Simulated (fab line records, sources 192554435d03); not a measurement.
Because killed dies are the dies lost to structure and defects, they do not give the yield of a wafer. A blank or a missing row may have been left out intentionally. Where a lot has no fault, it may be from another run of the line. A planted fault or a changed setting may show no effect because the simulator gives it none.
Chamber matching || flow n5 finfet || rie diel-02 running N5_HKMG_FIN_ETCH_32: 4 sister chambers
The step etches SOC in N2/H2, target depth 240 nm, time 300 s. 8 wafers are shown with their chamber, then 8 later ones without.

WAFERS, EACH WITH ITS CHAMBER
{"wafer": "L076.4", "chamber": 2, "drypump motor current A (A)": 5.6, "showerhead plenum p Torr (Torr)": 2.54}
{"wafer": "L077.2", "chamber": 1, "drypump motor current A (A)": 5.9, "showerhead plenum p Torr (Torr)": 2.63}
{"wafer": "L081.4", "chamber": 0, "drypump motor current A (A)": 6.2, "showerhead plenum p Torr (Torr)": 2.43}
{"wafer": "L081.6", "chamber": 2, "drypump motor current A (A)": 5.6, "showerhead plenum p Torr (Torr)": 2.53}
{"wafer": "L088.1", "chamber": 3, "drypump motor current A (A)": 6.6, "showerhead plenum p Torr (Torr)": 2.53}
{"wafer": "L088.2", "chamber": 0, "drypump motor current A (A)": 6.1, "showerhead plenum p Torr (Torr)": 2.43}
{"wafer": "L088.3", "chamber": 1, "drypump motor current A (A)": 5.9, "showerhead plenum p Torr (Torr)": 2.62}
{"wafer": "L092.2", "chamber": 3, "drypump motor current A (A)": 6.5, "showerhead plenum p Torr (Torr)": 2.52}

WAFERS WITH NO CHAMBER GIVEN
{"wafer": "L092.4", "drypump motor current A (A)": 5.9, "showerhead plenum p Torr (Torr)": 2.62}
{"wafer": "L092.6", "drypump motor current A (A)": 5.6, "showerhead plenum p Torr (Torr)": 2.52}
{"wafer": "L094.1", "drypump motor current A (A)": 5.6, "showerhead plenum p Torr (Torr)": 2.52}
{"wafer": "L094.2", "drypump motor current A (A)": 6.2, "showerhead plenum p Torr (Torr)": 2.42}
{"wafer": "L094.3", "drypump motor current A (A)": 5.9, "showerhead plenum p Torr (Torr)": 2.62}
{"wafer": "L096.2", "drypump motor current A (A)": 6.1, "showerhead plenum p Torr (Torr)": 2.42}
{"wafer": "L096.3", "drypump motor current A (A)": 5.9, "showerhead plenum p Torr (Torr)": 2.61}
{"wafer": "L096.5", "drypump motor current A (A)": 5.9, "showerhead plenum p Torr (Torr)": 2.61}

EACH ONE'S CHAMBER
{"wafer": "L092.4", "from the rows above": 1, "in truth": 1}
{"wafer": "L092.6", "from the rows above": 2, "in truth": 2}
{"wafer": "L094.1", "from the rows above": 2, "in truth": 2}
{"wafer": "L094.2", "from the rows above": 0, "in truth": 0}
{"wafer": "L094.3", "from the rows above": 1, "in truth": 1}
{"wafer": "L096.2", "from the rows above": 0, "in truth": 0}
{"wafer": "L096.3", "from the rows above": 1, "in truth": 1}
{"wafer": "L096.5", "from the rows above": 1, "in truth": 1}
Correctly placed: 8 of 8. Left unplaced by these rows: 0. Placed wrongly: 0.
How it was worked out, from the rows above alone: a wafer's distance from a chamber is the root of the sum, over the readings, of the square of ((its reading less the chamber's mean) divided by the reading's scatter). The wafer belongs to the nearest chamber; if the next one is less than 2 further off, it can't be placed. The mean given for a chamber averages the wafers shown for that chamber. The scatter: the root of (the sum of the squares of (reading less its chamber's mean) over the shown wafers, divided by (wafers less chambers)).
